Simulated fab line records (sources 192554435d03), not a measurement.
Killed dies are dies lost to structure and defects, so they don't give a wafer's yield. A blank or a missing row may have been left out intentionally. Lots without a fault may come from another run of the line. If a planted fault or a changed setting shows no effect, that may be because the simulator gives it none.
Chamber matching ; flow n5 finfet ; 4 sister chambers for N5_STI_FIN_REVEAL_STRIP_24 on rie diel-02
The step strips in N2/H2, time 90 s. 20 wafers are shown with their chamber, then 10 later ones without.

## EACH WAFER AND ITS CHAMBER
wafer;chamber;drypump motor current A (A);showerhead plenum p Torr (Torr);throttle valve pct (%)
L074.4;2;5.8;3.60;11.91
L074.5;2;5.8;3.60;11.93
L074.6;3;4.7;3.30;11.99
L076.1;3;4.7;3.30;12.00
L076.3;1;5.6;3.45;11.70
L076.4;0;5.8;3.48;12.38
L078.1;2;5.8;3.59;11.94
L078.2;1;5.6;3.45;11.71
L078.4;2;5.8;3.59;11.94
L082.1;0;5.8;3.48;11.80
L082.4;2;5.8;3.59;11.97
L082.6;2;5.8;3.59;11.95
L083.1;0;5.9;3.48;11.80
L083.2;3;4.8;3.29;12.04
L083.5;0;5.9;3.48;11.79
L085.2;0;5.8;3.47;11.79
L085.5;0;5.8;3.47;11.80
L085.6;1;5.6;3.44;11.75
L087.3;0;5.8;3.47;11.81
L087.4;3;4.7;3.28;12.07

SIGNATURES, as means of the wafers listed above
reading;chamber 0;chamber 1;chamber 2;chamber 3;scatter within a chamber
drypump motor current A;5.829;5.600;5.800;4.725;0.0369
showerhead plenum p Torr;3.4757;3.4467;3.5933;3.2925;0.00636
throttle valve pct;11.8814;11.7200;11.9400;12.0250;0.136
Rule: distance of a wafer from a chamber = root of the sum over the readings of ((wafer's reading minus chamber's mean) / reading's scatter) squared. The wafer belongs to the nearest chamber; if the next one is less than 2 further off, it can't be placed. The scatter is the square root of a quotient: the sum, over the shown wafers, of each reading's squared deviation from its chamber's mean, divided by wafers minus chambers.

## WAFERS WITHOUT THEIR CHAMBER
wafer;drypump motor current A (A);showerhead plenum p Torr (Torr);throttle valve pct (%)
L087.6;4.7;3.28;12.08
L088.3;5.7;3.58;12.02
L088.5;5.6;3.43;11.78
L088.6;5.8;3.58;12.01
L089.4;5.8;3.58;12.02
L089.5;4.8;3.28;12.08
L089.6;5.8;3.47;11.83
L092.1;5.8;3.57;12.03
L092.3;5.6;3.43;11.80
L092.6;4.7;3.28;12.10

## WHICH CHAMBER EACH WENT THROUGH
wafer;from the rows above;in truth
L087.6;3;3
L088.3;2;2
L088.5;1;1
L088.6;2;2
L089.4;2;2
L089.5;3;3
L089.6;0;0
L092.1;2;2
L092.3;1;1
L092.6;3;3
10 of 10 placed correctly. Left unplaced by these rows: 0. Wrongly placed: 0.
